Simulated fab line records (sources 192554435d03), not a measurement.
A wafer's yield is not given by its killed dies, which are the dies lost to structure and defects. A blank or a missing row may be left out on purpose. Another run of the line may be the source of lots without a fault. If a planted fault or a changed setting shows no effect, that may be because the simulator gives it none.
Struck lot and sound lot, side by side + flow n5 finfet + 38 out of 1938 route steps
Sound: wafers L557.3, L557.5, L557.6. Struck: wafers L560.3, L560.5 (left out: L560.2, a lot-mate that was not struck); the cause follows at the end.
Order at every step that has rows: each side's tool, ch and its chambers, its first start. Under that, the readings that differ: sound wafers + struck wafers + difference of the means + sigmas: that difference in standard deviations of wafers without a fault.
alike: same words and numbers on both sides, and readings whose means sit less than 2 such deviations apart. not compared: any withheld reading, any reading some wafer has no value for, any bound like >300 that may hide the same value, and any number with overlapping values for which the record gives no deviation.
The two part at a step that has a row with sigmas, a row that says differs or no value, or rows on one side only. Numbers that have no deviation but don't overlap get no sigmas and don't part them. A reading missing from all wafers of one side parts the sides only when that side holds two or more wafers.

first, 9 steps without rows for these wafers: N5_BEOL_M3_ANNEAL_95 (time 240 s); N5_BEOL_M3_SPUTTER_96 (material Cu, target thk 4.5 nm, time 8.29 s); N5_BEOL_M3_ECD_50 (material Cu, target thk 300 nm); N5_BEOL_M3_ANNEAL_51 (time 90 s); N5_BEOL_M3_CMP_52 (polishes, stops on SiOC, t overpolish 6.8 s, target thk 40 nm); N5_BEOL_M3_PRE_CLEAN_60 (time 15 s); N5_BEOL_M3_CO_CAP_55 (material Co, precursor CCTBA/H2, target thk 2 nm, time 102.1 s); N5_BEOL_M3_PRE_CLEAN_56 (time 15 s); N5_BEOL_M3_DEP_57 (deposits SiCN from 3MS/NH3, target thk 8 nm, time 14 s).
N5_BEOL_M4_ILD_DEP_00: deposits SiOC from DEMS/O2, target thk 79 nm, time 15.3 s.
  sound on pecvd-04 ch 0,1, day 8 00:14; struck on pecvd-04 ch 0, day 8 10:53
| reading                                      | sound        | struck    | difference | sigmas |
|----------------------------------------------|--------------|-----------|------------|--------|
| model.SiOC_of_BEOL_M4_ILD_DEP_00.thk nm (nm) | 77.4 78.8 79 | 72.4 73.2 | -5.6       |        |
  alike: heater power w, showerhead plenum p Torr, susceptor temp C, throttle valve pct
N5_BEOL_M4_THK_MEAS_01:
  sound on film metro-02, day 8 00:18; struck on film metro-01, day 8 10:58
| reading         | sound          | struck    | difference | sigmas |
|-----------------|----------------|-----------|------------|--------|
| M4_ILD_THK (nm) | 77.4 78.9 79.1 | 72.5 73.3 | -5.6       | -6     |
then, 24 steps without rows for these wafers: N5_BEOL_M4_PECVD_72 (deposits SiO2 from TEOS/O2, target thk 16 nm, time 18 s); N5_BEOL_M4_HM_DEP_02 (deposits TiN, target thk 20 nm); N5_BEOL_M4_COAT_61 (time 60 s, resist thk 60 nm); N5_BEOL_M4_COAT_62 (time 60 s, resist thk 12 nm); N5_BEOL_M4_COAT_73 (time 60 s, resist thk 5 nm); N5_BEOL_M4_COAT_05 (resist thk 30 nm); N5_BEOL_M4_EBR_07; N5_BEOL_M4_SOFTBAKE_06 (time 60 s); N5_BEOL_M4_EXPOSE_08 (exposes mask M4); N5_BEOL_M4_PEB_09 (peb time 60 s); N5_BEOL_M4_DEVELOP_10 (develop time 30 s); N5_BEOL_M4_DESCUM_16 (chemistry O2, time 7 s); N5_BEOL_M4_ETCH_74 (etches underlayer in N2/H2, target depth 6.5 nm, time 5.2 s); N5_BEOL_M4_ETCH_63 (etches SiARC in CF4, target depth 15.6 nm, time 26 s); N5_BEOL_M4_ETCH_64 (etches SOC in N2/H2, target depth 75 nm, overetch 22.5 nm, time 121.9 s); N5_BEOL_M4_STRIP_65 (strips in N2/H2); N5_BEOL_M4_STRIP_75 (strips in N2/H2); N5_BEOL_M4_STRIP_66 (strips in CF4); N5_BEOL_M4_HM_OPEN_17 (chemistry Cl2/BCl3, target TiN, target depth 20 nm, overetch 6 nm); N5_BEOL_M4_STRIP_19 (strips in O2); N5_BEOL_M4_COAT_67 (time 60 s, resist thk 60 nm); N5_BEOL_M4_COAT_68 (time 60 s, resist thk 12 nm); N5_BEOL_M4_COAT_76 (time 60 s, resist thk 5 nm); N5_BEOL_M4_COAT_22 (resist thk 30 nm).
N5_BEOL_M4_CMP_52: polishes, stops on SiOC, t overpolish 6.8 s, target thk 40 nm.
  sound on cmp-02 ch 1,2,3, day 8 09:26; struck on cmp-02 ch 0,3, day 8 20:51
| reading                                      | sound        | struck    | difference | sigmas |
|----------------------------------------------|--------------|-----------|------------|--------|
| model.SiOC_of_BEOL_M4_ILD_DEP_00.thk nm (nm) | 74.4 75.8 76 | 69.4 70.2 | -5.6       |        |
  alike: motor current A
N5_BEOL_M4_RC_MEAS_101:
  sound on prober-01 ch 0, day 8 10:14; struck on prober-01 ch 0, day 8 21:38
  alike: DIBL_N, DIBL_P, IOFF_N, IOFF_P, ION_N, ION_P, SS_N, SS_P, VT_N, VT_P
-- a jump in the record: the struck wafers' starts before and after are 4 days apart (it breaks off in module BEOL_M4 and resumes in module PASSIVATION, where the first step shown is number 1936 of the route) --
N5_PASSIVATION_PROBE_49:
  the record has rows for the struck wafers here (prober-02, day 12 17:25) and none for the sound ones

## WHERE THEY PART
Last at N5_PASSIVATION_PROBE_49 as far as this record goes, first at N5_BEOL_M4_THK_MEAS_01.

WHY: whatever the simulator had introduced
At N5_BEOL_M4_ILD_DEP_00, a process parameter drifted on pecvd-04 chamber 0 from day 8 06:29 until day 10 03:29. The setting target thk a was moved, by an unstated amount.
